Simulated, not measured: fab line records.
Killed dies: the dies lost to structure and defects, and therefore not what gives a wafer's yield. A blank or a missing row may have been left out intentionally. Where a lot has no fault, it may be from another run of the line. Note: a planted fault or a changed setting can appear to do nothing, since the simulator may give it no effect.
fab line records	flow n5-finfet
record lots=11	wafers=31	last-day=18
route steps=1938 shown MOL_CONTACT_COAG@603 PASSIVATION@1936
lots with no fault: from the same line, run without faults
start-h: the number of hours between the record's first day and the start of the first shown wafer of the lot	wait-h: hours elapsed since this lot's preceding step	" repeats the value in the row above	L1.1+2: a single row standing in for several wafers	- no value, or no start was given	* or withheld: withheld	< > ~ a bound
route shown NAME@n: a module of which the file shows steps, and the number in the route of the first	usual: average and standard deviation across the fault-free wafers	same: alike in all rows	chamber/n: place in a boat	sites: the reading at each site	_std_site: standard deviation across them	_edge_site: the outer-site mean with the inner-site mean subtracted	radius-mm: how far each site lies from the wafer's centre	mask NAME#n: copy n	behind: tool/chamber where the wafer was last shaped	hold: cause of the lot's hold/its duration in hours/its outcome	device: whichever transistor did not switch (one of n, p or np)	end of line: the same wafers' tests at the end of the route	where a step has no rows: the recipe by itself	killed: dies that structure and defects cost at the first sort, which is not the same as the wafer's yield	map: the dies of a wafer, with x for killed, . for not killed, _ for no die there
set.NAME: setting as actually run; set.NAME@STEP: the setting as run at that earlier step	model.NAME: the simulator's own value behind a step, which no gauge read
one table for each step of the route and one row for each wafer, over a sample of lots
services: a tool's chamber out of use, with start hour (start-h, from the record's first day; less than 0 if before it), hours out, and reason
## steps
# step N5_MOL_CONTACT_COAG_OVL_MEAS_41
# recipe points-per-wafer=522
# usual VD_OVL=0.0/0.75
lot.wafer	tool	chamber	start-h	wait-h	VD_OVL[nm]
L482.3	overlay-01	0	106.10	0.0	0.9
L482.5	"	0	"	"	1.1
L482.6	"	0	"	"	0.5
L484.1	overlay-02	0	114.45	0.0	0.7
L484.4	"	0	"	"	0.6
L484.6	"	0	"	"	-0.2
L486.3	overlay-02	0	127.82	0.0	0.0
L486.4	"	0	"	"	0.4
L486.6	"	0	"	"	0.0
L489.2	overlay-01	0	143.86	0.0	0.9
L489.4	"	0	"	"	0.5
L489.6	"	0	"	"	0.3
L493.4	overlay-01	0	174.37	0.0	-0.5
L493.5	"	0	"	"	-0.4
L493.6	"	0	"	"	-0.7
L494.2	overlay-02	0	176.49	0.0	-0.4
L494.4	"	0	"	"	-0.7
L495.2	overlay-02	0	181.54	0.0	1.4
L495.3	"	0	"	"	1.1
L497.1	overlay-01	0	189.55	0.0	-1.0
L497.3	"	0	"	"	-1.0
L497.4	"	0	"	"	-1.1
L498.2	overlay-01	0	196.64	0.0	0.7
L498.3	"	0	"	"	1.6
L498.5	"	0	"	"	0.7
L504.2	overlay-02	0	236.66	0.0	0.0
L504.3	"	0	"	"	0.5
L504.5	"	0	"	"	0.0
L505.2	overlay-01	0	237.32	0.0	0.3
L505.4	"	0	"	"	-1.2
L505.5	"	0	"	"	-1.4
# step N5_MOL_CONTACT_COAG_ALD_133
# recipe material=SiO2	target-thk-a=50	temp-c=100	ald-precursor-family=BDEAS	ald-co-reactant=O2-plasma	pulse-time-s=1	co-reactant-pulse-time-s=1	purge-time-s=2	co-reactant-purge-time-s=2	ald-cycles=35	pressure-torr=2
# usual ald-cycles=35/0	heater-power-w=81/8.4	precursor-pulse-height-rel=1.001/0.021
lot.wafer	tool	chamber	start-h	wait-h	ald-cycles	heater-power-w	precursor-pulse-height-rel
L482.3	ald-sin-03	2	106.42	0.1	35	80	0.986
L482.5	"	2	"	"	35	81	1.023
L482.6	"	1	"	"	35	68	0.992
L484.1	ald-sin-01	1	114.68	0.1	35	82	1.032
L484.4	"	3	"	"	35	68	1.012
L484.6	"	0	"	"	35	91	1.013
L486.3	ald-sin-01	2	128.21	0.1	35	88	1.013
L486.4	"	1	"	"	35	84	1.003
L486.6	"	1	"	"	35	85	1.031
L489.2	ald-sin-03	3	144.08	0.1	35	87	1.008
L489.4	"	1	"	"	35	68	0.991
L489.6	"	3	"	"	35	88	0.986
L493.4	ald-sin-01	0	174.67	0.0	35	95	1.002
L493.5	"	0	"	"	18	92	1.008
L493.6	"	1	"	"	35	84	1.016
L494.2	ald-sin-01	2	176.71	0.1	18	90	0.973
L494.4	"	3	"	"	35	68	0.993
L495.2	ald-sin-01	2	182.06	0.3	18	89	0.955
L495.3	"	1	"	"	35	80	1.002
L497.1	ald-sin-03	3	189.77	0.1	35	87	1.012
L497.3	"	0	"	"	35	80	0.986
L497.4	"	2	"	"	35	81	1.054
L498.2	ald-sin-04	3	196.96	0.2	35	84	0.995
L498.3	"	2	"	"	35	71	0.965
L498.5	"	3	"	"	35	82	0.974
L504.2	ald-sin-01	3	237.28	0.1	35	69	1.019
L504.3	"	1	"	"	35	82	0.981
L504.5	"	0	"	"	35	95	1.002
L505.2	ald-sin-03	1	237.66	0.1	35	68	1.004
L505.4	"	3	"	"	35	89	1.028
L505.5	"	2	"	"	35	82	1.034
# step N5_MOL_CONTACT_COAG_ETCHBACK_134
# recipe chemistry=CHF3	target=SiO2	target-depth-a=100	time-s=6.7	ion-energy-ev=200	pressure-mtorr=30	source-w=610	bias-w=170	Ar_flow_sccm=200	CHF3_flow_sccm=50
# usual bias-w=170.0/0.51	drypump-motor-current-A=5.7/0.4	oes-product-au=0.79/0.11	rf-vpp-V=515/15	showerhead-plenum-p-Torr=2.37/0.1	throttle-valve-pct=18.64/0.21
lot.wafer	tool	chamber	start-h	wait-h	bias-w	drypump-motor-current-A	oes-product-au	rf-hours-counter-h	rf-vpp-V	showerhead-plenum-p-Torr	throttle-valve-pct
L482.3	rie-diel-04	3	106.60	0.1	169.2	6.1	0.65	246	532	2.36	18.64
L482.5	"	2	"	"	169.9	5.3	0.70	-	509	2.36	18.89
L482.6	"	3	"	"	169.4	6.1	0.65	-	531	2.35	18.65
L484.1	rie-diel-05	1	114.86	0.1	169.7	6.2	0.77	134	524	2.47	18.74
L484.4	"	1	"	"	169.2	6.1	0.76	-	524	2.47	18.74
L484.6	"	0	"	"	169.8	5.1	0.69	-	488	2.46	18.71
L486.3	rie-diel-04	1	128.42	0.1	169.9	5.5	0.71	203	515	2.46	18.48
L486.4	"	1	"	"	169.9	5.5	0.71	-	515	2.46	18.48
L486.6	"	2	"	"	169.8	5.3	0.69	-	510	2.35	18.93
L489.2	rie-diel-05	3	144.44	0.3	169.1	5.5	0.96	8	510	2.36	18.87
L489.4	"	3	"	"	169.8	5.5	0.97	-	509	2.36	18.88
L489.6	"	1	"	"	169.6	6.2	0.76	-	526	2.47	18.73
L493.4	rie-diel-05	2	174.85	0.1	170.3	5.4	0.73	170	524	2.18	18.59
L493.5	"	1	"	"	170.5	6.1	0.75	-	524	2.46	18.78
L493.6	"	2	"	"	170.8	5.4	0.73	-	524	2.18	18.57
L494.2	rie-diel-02	0	176.91	0.1	170.2	6.2	0.69	213	495	2.28	18.64
L494.4	"	0	"	"	170.3	6.1	0.69	-	495	2.28	18.63
L495.2	rie-diel-04	2	182.24	0.1	169.8	5.3	0.68	242	510	2.34	18.96
L495.3	"	0	"	"	169.7	5.6	0.87	51	526	2.51	18.66
L497.1	rie-diel-02	0	189.96	0.1	170.7	6.1	0.69	217	497	2.27	18.65
L497.3	"	3	"	"	169.2	6.5	0.68	213	509	2.37	18.56
L497.4	"	1	"	"	170.2	5.9	0.92	14	536	2.42	18.27
L498.2	rie-diel-05	0	197.14	0.1	170.7	5.1	0.94	14	486	2.45	18.30
L498.3	"	1	"	"	170.9	6.1	0.74	162	524	2.46	18.76
L498.5	"	0	"	"	170.5	5.1	0.94	-	487	2.45	18.30
L504.2	rie-diel-05	0	237.50	0.1	170.7	5.1	0.89	31	486	2.45	18.32
L504.3	"	1	"	"	169.1	6.1	0.73	180	524	2.45	18.78
L504.5	"	3	"	"	170.2	5.5	0.90	-	510	2.35	18.92
L505.2	rie-diel-02	2	238.01	0.3	170.5	5.6	0.94	4	497	2.34	18.48
L505.4	"	0	"	"	169.8	6.1	0.66	237	496	2.27	18.67
L505.5	"	1	"	"	170.7	5.9	0.88	-	537	2.41	18.27
# step N5_MOL_CONTACT_COAG_STRIP_72
# recipe chemistry=N2/H2	power-w=450	temp-c=40	pressure-mtorr=20	rf-frequency-hz=6e+07	overash-fraction=3	bias-power-w=7	h2-frac=0.5	n2-flow-sccm=200	h2-flow-sccm=200
# usual drypump-motor-current-A=5.7/0.4	h2-flow-sccm=200.0/0.7	oes-product-au=0.80/0.11	rf-vpp-V=58.7/1.9	showerhead-plenum-p-Torr=2.53/0.12	throttle-valve-pct=23.7/0.33
lot.wafer	tool	chamber	start-h	wait-h	drypump-motor-current-A	h2-flow-sccm	oes-product-au	rf-hours-counter-h	rf-vpp-V	showerhead-plenum-p-Torr	throttle-valve-pct
L482.3	rie-diel-04	3	106.88	0.0	6.1	200.7	0.66	246	62.6	2.48	23.2
L482.5	"	2	"	"	5.3	199.6	0.69	-	59.9	2.54	24.3
L482.6	"	3	"	"	6.0	200.4	0.66	-	56.3	2.48	23.2
L484.1	rie-diel-05	1	115.14	0.0	6.2	200.4	0.78	134	59.3	2.64	23.6
L484.4	"	1	"	"	6.2	201.3	0.78	-	58.4	2.64	23.5
L484.6	"	0	"	"	5.1	201.0	0.70	-	57.4	2.62	23.5
L486.3	rie-diel-04	1	128.70	0.0	5.5	201.0	0.69	203	58.5	2.63	23.4
L486.4	"	1	"	"	5.5	200.4	0.69	-	61.4	2.63	23.5
L486.6	"	2	"	"	5.3	199.4	0.68	-	59.3	2.53	24.3
L489.2	rie-diel-05	3	144.72	0.0	5.6	198.6	0.95	8	57.4	2.50	24.0
L489.4	"	3	"	"	5.5	199.1	0.98	-	59.6	2.50	24.0
L489.6	"	1	"	"	6.2	201.2	0.78	-	57.2	2.64	23.6
L493.4	rie-diel-05	2	175.13	0.0	5.5	200.9	0.74	171	59.5	2.32	23.4
L493.5	"	1	"	"	6.1	200.9	0.77	-	58.4	2.64	23.6
L493.6	"	2	"	"	5.4	200.2	0.74	-	60.3	2.32	23.4
L494.2	rie-diel-02	0	177.19	0.0	6.2	199.3	0.68	213	60.3	2.42	23.5
L494.4	"	0	"	"	6.1	199.7	0.69	-	55.4	2.42	23.6
L495.2	rie-diel-04	2	182.51	0.0	5.3	199.3	0.68	242	56.8	2.53	24.3
L495.3	"	0	"	"	5.6	200.6	0.87	51	61.9	2.71	23.8
L497.1	rie-diel-02	0	190.24	0.0	6.1	200.6	0.67	217	56.2	2.42	23.5
L497.3	"	3	"	"	6.6	201.2	0.67	213	61.2	2.52	23.8
L497.4	"	1	"	"	5.9	199.5	0.93	14	61.8	2.61	23.6
L498.2	rie-diel-05	0	197.42	0.0	5.1	200.5	0.96	14	58.8	2.61	23.1
L498.3	"	1	"	"	6.1	199.9	0.77	163	61.8	2.63	23.6
L498.5	"	0	"	"	5.2	200.9	0.95	-	57.9	2.61	23.1
L504.2	rie-diel-05	0	237.78	0.0	5.1	199.9	0.91	31	56.1	2.60	23.1
L504.3	"	1	"	"	6.2	200.6	0.75	180	56.9	2.62	23.6
L504.5	"	3	"	"	5.6	200.1	0.88	-	61.0	2.49	24.1
L505.2	rie-diel-02	2	238.29	0.0	5.6	199.3	0.94	4	57.8	2.51	23.6
L505.4	"	0	"	"	6.1	200.4	0.66	237	59.1	2.41	23.6
L505.5	"	1	"	"	5.9	199.7	0.89	-	57.5	2.60	23.7
# step N5_PASSIVATION_PROBE_49
# usual killed_at_M0_to_M3=34/11	killed_at_M4_up=13/5.2	killed-at-contacts=13/6.3	killed-at-front-end=40/14	killed-at-other=3.2/2.4	killed-dies=104/19	killed-on-rim=14/4.2	killed-open=69/14	killed-short=32/7.5
# same gross-dies=1180	killed-at-back-side=0
lot.wafer	tool	chamber	start-h	wait-h	killed_at_M0_to_M3	killed_at_M4_up	killed-at-contacts	killed-at-front-end	killed-at-other	killed-dies	killed-on-rim	killed-open	killed-short
L484.1	prober-02	-	264.15	0.0	26	19	12	38	0	95	17	64	28
L484.4	prober-02	-	264.30	0.2	20	12	22	50	3	107	14	81	26
L484.6	prober-02	-	264.40	0.3	16	18	13	26	3	76	10	53	20
L489.2	prober-02	-	303.68	0.1	32	6	14	25	3	80	11	54	26
L489.4	prober-02	-	303.78	0.2	26	7	17	24	4	78	14	54	21
L489.6	prober-02	-	303.88	0.3	23	13	26	44	6	112	18	76	35
L494.2	prober-02	-	335.71	0.1	29	23	1071	53	4	1180	152	80	35
L494.4	prober-02	-	335.81	0.2	33	15	22	37	5	112	15	76	35
L495.2	prober-02	-	349.77	0.1	39	25	1080	31	5	1180	152	79	37
L495.3	prober-02	-	349.82	0.1	28	12	26	30	13	109	15	82	26
L493.4	prober-02	-	358.62	0.2	28	12	7	33	1	81	12	36	42
L493.5	prober-02	-	358.67	0.2	27	14	1096	40	3	1180	152	77	30
L493.6	prober-02	-	358.72	0.3	22	9	21	30	0	82	5	56	26
# killed by level:class
L484.1 MOL_CONTACT_COAG:geometric-particle:open=11 FIN_SAQP:geometric-particle:short=9 FIN_SAQP:geometric-particle:open=7 DUMMY_GATE:geometric-particle:open=5 BEOL_M0_SAQP:geometric-particle:open=5 BEOL_M2:geometric-particle:open=5 BEOL_M4:geometric-particle:open=5 BEOL_M0:geometric-particle:open=4
L484.4 MOL_CONTACT_COAG:geometric-particle:open=18 FIN_SAQP:geometric-particle:open=12 BEOL_M2:geometric-particle:open=10 FIN_SAQP:geometric-particle:short=8 STI_FIN_REVEAL:geometric-particle:open=6 DUMMY_GATE:geometric-particle:open=5 STARTING-WAFER:geometric-particle:open=5 MOL_CONTACT_COAG:geometric-particle:short=4
L484.6 MOL_CONTACT_COAG:geometric-particle:open=11 BEOL_M4:geometric-particle:open=8 FIN_SAQP:geometric-particle:open=7 BEOL_M2:geometric-particle:open=7 STI_FIN_REVEAL:geometric-particle:open=6 BEOL_M5:geometric-particle:open=4 DUMMY_GATE:geometric-particle:short=3 BEOL_M0_SAQP:geometric-particle:short=3
L489.2 MOL_CONTACT_COAG:geometric-particle:open=12 STI_FIN_REVEAL:geometric-particle:open=9 BEOL_M0_SAQP:geometric-particle:open=9 BEOL_M0_SAQP:geometric-particle:short=8 BEOL_M3:geometric-particle:open=8 BEOL_M1:geometric-particle:open=3 STARTING-WAFER:geometric-particle:open=3 FIN_SAQP:geometric-particle:short=2
L489.4 MOL_CONTACT_COAG:geometric-particle:open=15 STI_FIN_REVEAL:geometric-particle:open=8 BEOL_M1:geometric-particle:open=6 BEOL_M2:geometric-particle:open=6 BEOL_M0_SAQP:geometric-particle:short=4 BEOL_M0_SAQP:geometric-particle:open=4 BEOL_M3:geometric-particle:open=4 ZERO_LAYER:coat-microbubble-printed=3
L489.6 STI_FIN_REVEAL:geometric-particle:open=19 MOL_CONTACT_COAG:geometric-particle:open=19 MOL_CONTACT_COAG:geometric-particle:short=7 STI_FIN_REVEAL:geometric-particle:short=6 BEOL_M0_SAQP:geometric-particle:short=5 SPACER0:geometric-particle:open=4 BEOL_M4:geometric-particle:open=4 BEOL_M3:geometric-particle:open=4
L494.2 MOL_CONTACT_COAG:area-ald=1065 STI_FIN_REVEAL:geometric-particle:open=15 FIN_SAQP:geometric-particle:open=11 BEOL_M2:geometric-particle:open=7 BEOL_M4:geometric-particle:open=7 FIN_SAQP:geometric-particle:short=6 MOL_CONTACT_COAG:geometric-particle:open=6 BEOL_M0_SAQP:geometric-particle:short=6
L494.4 MOL_CONTACT_COAG:geometric-particle:open=18 BEOL_M0_SAQP:geometric-particle:open=15 BEOL_M4:geometric-particle:open=8 FIN_SAQP:geometric-particle:short=7 STI_FIN_REVEAL:geometric-particle:open=7 BEOL_M0_SAQP:geometric-particle:short=7 FIN_SAQP:geometric-particle:open=4 STI_FIN_REVEAL:geometric-particle:short=4
L495.2 MOL_CONTACT_COAG:area-ald=1062 BEOL_M4:geometric-particle:open=14 MOL_CONTACT_COAG:geometric-particle:open=13 BEOL_M2:geometric-particle:open=11 BEOL_M0:geometric-particle:open=6 GATE_CUT:geometric-particle:open=5 MOL_CONTACT_COAG:geometric-particle:short=5 BEOL_M0_SAQP:geometric-particle:open=5
L495.3 MOL_CONTACT_COAG:geometric-particle:open=23 FIN_SAQP:geometric-particle:open=9 BEOL_M4:geometric-particle:open=8 BEOL_M1:geometric-particle:open=6 BEOL_M0_SAQP:geometric-particle:open=6 BEOL_M3:geometric-particle:open=6 PASS1_CAP:geometric-particle:short=6 FIN_SAQP:geometric-particle:short=4
L493.4 FIN_SAQP:geometric-particle:short=10 BEOL_M0_SAQP:geometric-particle:short=9 STI_FIN_REVEAL:geometric-particle:open=6 MOL_CONTACT_COAG:geometric-particle:open=5 FIN_SAQP:geometric-particle:open=4 GATE_CUT:geometric-particle:short=4 BEOL_M0_SAQP:geometric-particle:open=4 BEOL_M2:geometric-particle:open=4
L493.5 MOL_CONTACT_COAG:area-ald=1073 MOL_CONTACT_COAG:geometric-particle:open=18 FIN_SAQP:geometric-particle:open=10 BEOL_M4:geometric-particle:open=7 FIN_SAQP:geometric-particle:short=6 STI_FIN_REVEAL:geometric-particle:open=6 BEOL_M0_SAQP:geometric-particle:open=6 BEOL_M0_SAQP:geometric-particle:short=6
L493.6 MOL_CONTACT_COAG:geometric-particle:open=19 BEOL_M0_SAQP:geometric-particle:open=10 ILD0:geometric-particle:short=5 BEOL_M0_SAQP:geometric-particle:short=5 STI_FIN_REVEAL:geometric-particle:open=4 DUMMY_GATE:geometric-particle:open=3 ILD0:geometric-particle:open=3 GATE_CUT:geometric-particle:short=3
## services
tool	chamber	start-h	hours	kind
rie-diel-04	1	84.16	5.7	repair
ald-sin-01	-	85.29	14.0	pm
ald-sin-01	0	85.29	14.0	vent-cycle
ald-sin-04	-	95.57	0.2	repair
rie-diel-05	3	98.30	-	clean
rie-diel-05	3	98.30	-	consumable-replace:focus-ring
rie-diel-05	3	98.30	19.9	scheduled-down
rie-diel-05	3	98.30	19.9	vent-cycle
ald-sin-04	3	103.49	7.6	repair
rie-diel-05	0	132.26	-	clean
rie-diel-05	0	132.26	-	consumable-replace:focus-ring
rie-diel-05	0	132.26	24.3	scheduled-down
rie-diel-05	0	132.26	24.3	vent-cycle
rie-diel-04	3	143.18	13.8	repair
rie-diel-05	-	164.14	0.3	repair
rie-diel-05	-	171.64	2.2	repair
rie-diel-02	3	173.21	5.4	repair
rie-diel-04	1	175.48	62.1	repair
ald-sin-04	-	176.75	14.0	pm
ald-sin-04	1	192.98	15.2	repair
rie-diel-05	3	201.47	13.7	repair
ald-sin-04	-	202.80	6.1	pm
rie-diel-05	2	219.41	2.6	repair
rie-diel-02	3	230.91	5.1	repair
## key
first-sign step=N5_MOL_CONTACT_COAG_ALD_133	reading=ald-cycles	direction=down	sigmas=99+	usual=*	struck=*
effect step=N5_PASSIVATION_PROBE_49	reading=killed-at-contacts	direction=up	sigmas=99+	usual=13	struck=1082
more-kills-born-at N5_MOL_CONTACT_COAG_ALD_133@ald-sin-01=3200
met-at N5_MOL_CONTACT_COAG_ALD_133
struck-lots L493,L494,L495
struck-wafers L493.5,L494.2,L495.2
later-rows-left-out L493.5,L494.2,L495.2
tester-left-out L493,L494,L495
not-acting-at N5_MOL_CONTACT_COAG_OVL_MEAS_41,N5_MOL_CONTACT_COAG_ETCHBACK_134,N5_MOL_CONTACT_COAG_STRIP_72
onset-between 128.21 174.67
fault kind=process-parameter-drift	tool=ald-sin-01	chamber=-	onset-h=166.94	steps=N5_MOL_CONTACT_COAG_ALD_133	channel=ald-cycles	offset=*	shape=step	end-h=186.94	scope=struck-wafers-only	acts-in=*	stated=*
# tester-left-out: of these lots the tester's yield and bins aren't shown, on N5 and GAA mostly nor the transistor test; their killed dies are dies lost to structure and defects alone, not to doping, threshold or leakage, so they don't give the yield
# later-rows-left-out: the simulator's readings of these wafers behind a module that went badly wrong aren't trusted and aren't shown, but for the sort
